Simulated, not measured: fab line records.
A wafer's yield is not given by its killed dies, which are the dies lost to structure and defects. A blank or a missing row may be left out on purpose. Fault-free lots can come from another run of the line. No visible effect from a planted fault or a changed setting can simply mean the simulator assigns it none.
What tool caused it? + flow n5Finfet + Sampling: 9 lots, 27 wafers, 7 of 1938 route steps

== WHAT THE GAUGES SHOWED, per wafer ==
N5_MOL_CONTACT_COAG_CD_MEAS_84: target cd 25.1 nm. Usual: 25.11 nm for cdNm, sd 0.27.
| lot  | measured     | on       | cdNm (nm)         | flag |
|------|--------------|----------|-------------------|------|
| L631 | day 5 20:05  | cdSem-02 | 25.22 25.02 24.88 |      |
| L634 | day 6 18:19  | cdSem-03 | 25.00 25.01 24.84 |      |
| L635 | day 6 22:13  | cdSem-03 | 24.72 24.89 24.70 |      |
| L636 | day 7 01:54  | cdSem-03 | 25.04 25.30 24.78 |      |
| L640 | day 8 02:09  | cdSem-01 | 25.09 24.70 24.88 |      |
| L641 | day 8 11:52  | cdSem-03 | 25.17 25.05 25.25 |      |
| L643 | day 8 17:50  | cdSem-03 | 25.25 25.23 24.74 |      |
| L644 | day 9 04:42  | cdSem-03 | 25.05 25.20 25.19 |      |
| L650 | day 10 16:07 | cdSem-03 | 25.02 24.95 25.32 |      |

N5_MOL_CONTACT_COAG_INSPECT_57: inspects for defects (brightfield). Usual: 232 for rawDefectCount, sd 56.
| lot  | measured     | on               | rawDefectCount | flag |
|------|--------------|------------------|----------------|------|
| L631 | day 5 20:10  | defectInspect-01 | 278 336 371    |      |
| L634 | day 6 18:23  | defectInspect-02 | 360 335 259    |      |
| L635 | day 6 22:18  | defectInspect-01 | 196 213 206    |      |
| L636 | day 7 01:59  | defectInspect-01 | 162 193 195    |      |
| L640 | day 8 02:14  | defectInspect-01 | 244 232 283    |      |
| L641 | day 8 11:58  | defectInspect-02 | 311 233 194    |      |
| L643 | day 8 17:56  | defectInspect-02 | 173 208 238    |      |
| L644 | day 9 04:47  | defectInspect-01 | 239 273 291    |      |
| L650 | day 10 16:12 | defectInspect-01 | 196 190 197    |      |

N5_MOL_CONTACT_COAG_CD_MEAS_137: target cd 16 nm. Usual: 15.9 nm for cdNm, sd 0.35.
| lot  | measured     | on       | cdNm (nm)      | flag |
|------|--------------|----------|----------------|------|
| L631 | day 5 21:06  | cdSem-03 | 16.1 15.9 15.7 |      |
| L634 | day 6 19:20  | cdSem-03 | - - -          | OFF  |
| L635 | day 6 23:14  | cdSem-02 | - - -          | OFF  |
| L636 | day 7 02:55  | cdSem-03 | - - -          | OFF  |
| L640 | day 8 03:17  | cdSem-02 | 16.0 15.0 15.7 |      |
| L641 | day 8 12:57  | cdSem-03 | 16.2 16.2 15.8 |      |
| L643 | day 8 19:49  | cdSem-03 | 15.9 16.3 15.8 |      |
| L644 | day 9 06:02  | cdSem-01 | 16.1 15.7 16.2 |      |
| L650 | day 10 17:02 | cdSem-02 | 15.6 16.6 14.9 |      |

N5_BEOL_M4_RC_MEAS_101. Usual: DIBL_N 36.5 mV/V, standard deviation 1.8; DIBL_P 36.5 mV/V, standard deviation 2.1; IOFF_N 0.17 nA/um, standard deviation 0.031; IOFF_P 0.22 nA/um, standard deviation 0.036; ION_N 677 uA/um, standard deviation 11; ION_P 463 uA/um, standard deviation 8; SS_N 71.6 mV/dec, standard deviation 0.61; SS_P 73.3 mV/dec, standard deviation 0.63; VT_N 249 mV, standard deviation 3.1; VT_P -250 mV, standard deviation 3.3.
| lot  | measured     | on        | DIBL_N (mV/V)  | DIBL_P (mV/V)  | IOFF_N (nA/um) | IOFF_P (nA/um) | ION_N (uA/um) | ION_P (uA/um) | SS_N (mV/dec)  | SS_P (mV/dec)  | VT_N (mV)   | VT_P (mV)      | flag |
|------|--------------|-----------|----------------|----------------|----------------|----------------|---------------|---------------|----------------|----------------|-------------|----------------|------|
| L631 | day 8 14:43  | prober-02 | 40.8 37.6 37.2 | 41.5 38.2 36.6 | 0.23 0.17 0.15 | 0.26 0.20 0.18 | 683 688 675   | 462 465 454   | 72.8 71.1 71.1 | 74.2 73.7 73.3 | 245 248 251 | -250 -253 -255 |      |
| L640 | day 11 03:25 | prober-01 | 36.8 37.6 34.3 | 35.4 35.9 33.2 | 0.17 0.19 0.14 | 0.22 0.24 0.20 | 663 664 667   | 456 454 457   | 71.9 72.6 71.6 | 73.8 73.5 72.9 | 250 248 250 | -248 -249 -249 |      |
| L641 | day 11 07:36 | prober-02 | 38.1 38.4 34.5 | 37.8 38.9 34.7 | 0.17 0.19 0.12 | 0.20 0.23 0.16 | 675 684 672   | 452 464 462   | 72.2 72.9 71.4 | 73.4 74.0 73.6 | 251 248 252 | -251 -251 -255 |      |
| L643 | day 12 01:16 | prober-01 | 38.7 36.5 37.8 | 39.2 36.5 38.0 | 0.20 0.16 0.18 | 0.24 0.19 0.21 | 682 671 691   | 463 458 462   | 71.7 71.4 71.4 | 74.4 73.7 73.2 | 247 250 250 | -250 -252 -254 |      |
| L644 | day 12 07:37 | prober-01 | 36.3 35.7 38.1 | 36.7 34.7 38.7 | 0.15 0.13 0.18 | 0.20 0.17 0.23 | 667 663 690   | 456 460 463   | 71.2 70.9 71.9 | 72.9 72.3 73.2 | 251 252 249 | -250 -252 -249 |      |
| L650 | day 14 00:46 | prober-02 | 36.9 38.9 35.3 | 37.0 39.9 35.8 | 0.17 0.21 0.16 | 0.25 0.29 0.22 | 673 687 683   | 465 476 472   | 71.8 72.7 71.2 | 73.1 73.8 72.8 | 247 247 250 | -246 -243 -248 |      |

== WHICH TOOL RAN EACH LOT (tool, then ch and the chambers of the sampled wafers, then the start) ==
| lot  | N5_MOL_CONTACT_COAG_ETCHBACK_132  | N5_MOL_CONTACT_COAG_ETCH_91       | N5_MOL_CONTACT_COAG_STRIP_119       |
|------|-----------------------------------|-----------------------------------|-------------------------------------|
| L631 | rieDiel-04 ch 1,2, day 5 20:37    | rieDiel-04 ch 1,2, day 5 20:38    | plasmaAsher-02 ch 0,1, day 5 20:57  |
| L634 | rieDiel-04 ch 1,2, day 6 18:50    | rieDiel-04 ch 1,2, day 6 18:53    | plasmaAsher-01 ch 0,1, day 6 19:11  |
| L635 | rieDiel-05 ch 0,2, day 6 22:44    | rieDiel-05 ch 0,2, day 6 22:47    | plasmaAsher-02 ch 0,1, day 6 23:05  |
| L636 | rieDiel-04 ch 0,1,2, day 7 02:26  | rieDiel-04 ch 0,1,2, day 7 02:28  | plasmaAsher-01 ch 0,1, day 7 02:46  |
| L640 | rieDiel-05 ch 0,1,2, day 8 02:47  | rieDiel-05 ch 0,1,2, day 8 02:50  | plasmaAsher-02 ch 0,1, day 8 03:08  |
| L641 | rieDiel-04 ch 0,1, day 8 12:28    | rieDiel-04 ch 0,1, day 8 12:29    | plasmaAsher-01 ch 0,1, day 8 12:48  |
| L643 | rieDiel-05 ch 1,3, day 8 19:12    | rieDiel-05 ch 1,3, day 8 19:14    | plasmaAsher-01 ch 0,1, day 8 19:41  |
| L644 | rieDiel-05 ch 0,2, day 9 05:32    | rieDiel-05 ch 0,2, day 9 05:34    | plasmaAsher-01 ch 0,1, day 9 05:53  |
| L650 | rieDiel-05 ch 0,1,3, day 10 16:32 | rieDiel-05 ch 0,1,3, day 10 16:35 | plasmaAsher-01 ch 0,1, day 10 16:53 |
- N5_MOL_CONTACT_COAG_ETCHBACK_132: etches SiO2 in CHF3, target depth 10 nm, time 6.7 s.
- N5_MOL_CONTACT_COAG_ETCH_91: etches SOC in N2/H2, target depth 60 nm, overetch 21 nm, time 101.2 s.
- N5_MOL_CONTACT_COAG_STRIP_119: strips in N2/H2, time 30 s.

== AS READ BY THE TOOLS THEMSELVES (means over the sampled wafers that have a number; for cases with no such wafer, the mark the record gives instead) ==
N5_MOL_CONTACT_COAG_ETCHBACK_132. Usual: CHF3_flow_sccm 49.99 sccm, standard deviation 0.13; biasW 170.0 W, standard deviation 0.5; drypumpMotorCurrentA 5.8 A, standard deviation 0.43; oes_f_703_au 0.78 a.u., standard deviation 0.096; oesProductAu 0.78 a.u., standard deviation 0.094; rfVppV 526 V, standard deviation 11; showerheadPlenumPTorr 2.40 Torr, standard deviation 0.092; throttleValvePct 18.69 %, standard deviation 0.27.
| lot  | tool       | CHF3_flow_sccm (sccm) | biasW (W) | drypumpMotorCurrentA (A) | oes_f_703_au (a.u.) | oesProductAu (a.u.) | rfVppV (V) | showerheadPlenumPTorr (Torr) | throttleValvePct (%) | flag |
|------|------------|-----------------------|-----------|--------------------------|---------------------|---------------------|------------|------------------------------|----------------------|------|
| L631 | rieDiel-04 | 50.01                 | 170.0     | 5.9                      | 0.83                | 0.85                | 533        | 2.37                         | 18.52                |      |
| L634 | rieDiel-04 | -                     | -         | -                        | -                   | -                   | -          | -                            | -                    | OFF  |
| L635 | rieDiel-05 | -                     | -         | -                        | -                   | -                   | -          | -                            | -                    | OFF  |
| L636 | rieDiel-04 | -                     | -         | -                        | -                   | -                   | -          | -                            | -                    | OFF  |
| L640 | rieDiel-05 | 49.87                 | 170.0     | 5.8                      | 0.80                | 0.81                | 526        | 2.43                         | 18.59                |      |
| L641 | rieDiel-04 | 49.95                 | 170.6     | 6.3                      | 0.77                | 0.76                | 517        | 2.44                         | 19.09                |      |
| L643 | rieDiel-05 | 50.00                 | 170.0     | 5.6                      | 0.69                | 0.69                | 531        | 2.29                         | 18.68                |      |
| L644 | rieDiel-05 | 50.02                 | 170.4     | 6.1                      | 0.83                | 0.83                | 524        | 2.51                         | 18.63                |      |
| L650 | rieDiel-05 | 50.12                 | 169.6     | 6.0                      | 0.72                | 0.72                | 530        | 2.36                         | 18.73                |      |

N5_MOL_CONTACT_COAG_ETCH_91. Usual: drypumpMotorCurrentA 5.8 A, standard deviation 0.43; oesProductAu 0.66 a.u., standard deviation 0.075; rfVppV 524.4 V, standard deviation 3; showerheadPlenumPTorr 2.56 Torr, standard deviation 0.1; throttleValvePct 17.78 %, standard deviation 0.26.
| lot  | tool       | drypumpMotorCurrentA (A) | oesProductAu (a.u.) | rfVppV (V) | showerheadPlenumPTorr (Torr) | throttleValvePct (%) | flag |
|------|------------|--------------------------|---------------------|------------|------------------------------|----------------------|------|
| L631 | rieDiel-04 | 5.9                      | 0.70                | 523.1      | 2.55                         | 17.66                |      |
| L634 | rieDiel-04 | 5.7                      | 0.29                | 522.1      | 2.49                         | 17.70                | OFF  |
| L635 | rieDiel-05 | 5.6                      | 0.34                | 528.0      | 2.72                         | 17.58                | OFF  |
| L636 | rieDiel-04 | 6.0                      | 0.29                | 523.8      | 2.54                         | 17.88                | OFF  |
| L640 | rieDiel-05 | 5.8                      | 0.68                | 526.1      | 2.61                         | 17.74                |      |
| L641 | rieDiel-04 | 6.3                      | 0.63                | 526.0      | 2.59                         | 18.13                |      |
| L643 | rieDiel-05 | 5.6                      | 0.59                | 521.2      | 2.44                         | 17.77                |      |
| L644 | rieDiel-05 | 6.1                      | 0.70                | 528.3      | 2.69                         | 17.81                |      |
| L650 | rieDiel-05 | 6.0                      | 0.61                | 522.4      | 2.52                         | 17.85                |      |

N5_MOL_CONTACT_COAG_STRIP_119. Usual: drypumpMotorCurrentA 5.6 A, standard deviation 0.39; heaterPowerW 331 W, standard deviation 35.
| lot  | tool           | drypumpMotorCurrentA (A) | heaterPowerW (W) | flag |
|------|----------------|--------------------------|------------------|------|
| L631 | plasmaAsher-02 | 5.3                      | 336              |      |
| L634 | plasmaAsher-01 | 5.8                      | 305              |      |
| L635 | plasmaAsher-02 | 5.6                      | 367              |      |
| L636 | plasmaAsher-01 | 5.8                      | 312              |      |
| L640 | plasmaAsher-02 | 5.3                      | 343              |      |
| L641 | plasmaAsher-01 | 5.8                      | 314              |      |
| L643 | plasmaAsher-01 | 5.8                      | 308              |      |
| L644 | plasmaAsher-01 | 5.8                      | 307              |      |
| L650 | plasmaAsher-01 | 5.8                      | 305              |      |

== THE ANSWER, worked out from the rows above alone ==
Rule: lot off if the mean of its wafers having a number is beyond 3 standard deviations from the usual mean. A lot without any number at a reading at which 4 lots or more have one is off too. The other lots that the step has rows for count as sound. After the gauges, taken in route order, come the tools' own readings; for these a lot's mean is taken, as printed above. At the first step where some lot is off, the reading lying furthest off is the one used; lots without a number count as furthest.
Off: L634, L635, L636, at N5_MOL_CONTACT_COAG_CD_MEAS_137 (cdNm). Without a number there: L634, L635, L636.
If a tool, at a process step before that reading, ran all the lots that are off and no sound lot after the first of them, it fits. The gauges at N5_MOL_CONTACT_COAG_CD_MEAS_137 aren't tried: what is off there is off at N5_MOL_CONTACT_COAG_ETCHBACK_132 too, on other tools, and a gauge's error can't cause that. None of those tried fits.

== WHAT WAS PUT IN BY THE SIMULATOR ==
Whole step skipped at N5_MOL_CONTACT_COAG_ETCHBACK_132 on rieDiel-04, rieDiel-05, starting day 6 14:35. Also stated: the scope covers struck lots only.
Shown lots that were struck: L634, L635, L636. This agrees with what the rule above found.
